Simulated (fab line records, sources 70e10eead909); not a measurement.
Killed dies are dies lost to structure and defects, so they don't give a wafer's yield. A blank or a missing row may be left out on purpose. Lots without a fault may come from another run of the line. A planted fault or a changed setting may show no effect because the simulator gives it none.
Chamber matching | flow nand_harc | NHARC_A_M1_DEP_33 on pecvd-03: 3 sister chambers
The step deposits SiCN, target thk 30 nm. 3 wafers are shown with their chamber, then 9 later ones without.

WAFERS WITH THEIR CHAMBER
wafer  | chamber | heater_power_w (W)
L087.4 | 1       | 563
L089.2 | 0       | 581
L089.6 | 2       | 593

WAFERS WITHOUT THEIR CHAMBER
wafer  | heater_power_w (W)
L088.2 | 619
L088.4 | 596
L088.5 | 592
L093.1 | 515
L093.3 | 577
L093.4 | 520
L094.1 | 566
L094.3 | 559
L094.6 | 563

WHICH CHAMBER EACH WENT THROUGH
wafer  | from the rows above          | in truth
L088.2 | can't be placed: 2 or 0 or 1 | 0
L088.4 | can't be placed: 2 or 0 or 1 | 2
L088.5 | can't be placed: 2 or 0 or 1 | 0
L093.1 | can't be placed: 1 or 0 or 2 | 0
L093.3 | can't be placed: 0 or 1 or 2 | 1
L093.4 | can't be placed: 1 or 0 or 2 | 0
L094.1 | can't be placed: 1 or 0 or 2 | 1
L094.3 | can't be placed: 1 or 0 or 2 | 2
L094.6 | can't be placed: 1 or 0 or 2 | 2
Placed correctly: 0 of 9. Can't be placed from these rows: 9 (the true chamber is among the candidates in 9). Placed wrongly: 0.
How it was worked out, from the rows above alone: a wafer's distance from a chamber is the root of the sum, over the readings, of the square of ((its reading less the chamber's mean) divided by the reading's scatter). The wafer belongs to the nearest chamber; if the next one is less than 2 further off, it can't be placed. A chamber's mean is the mean of its shown wafers. The scatter: with one shown wafer a chamber, the root of the mean of the squares of how far each hidden wafer lies from its nearest shown one.
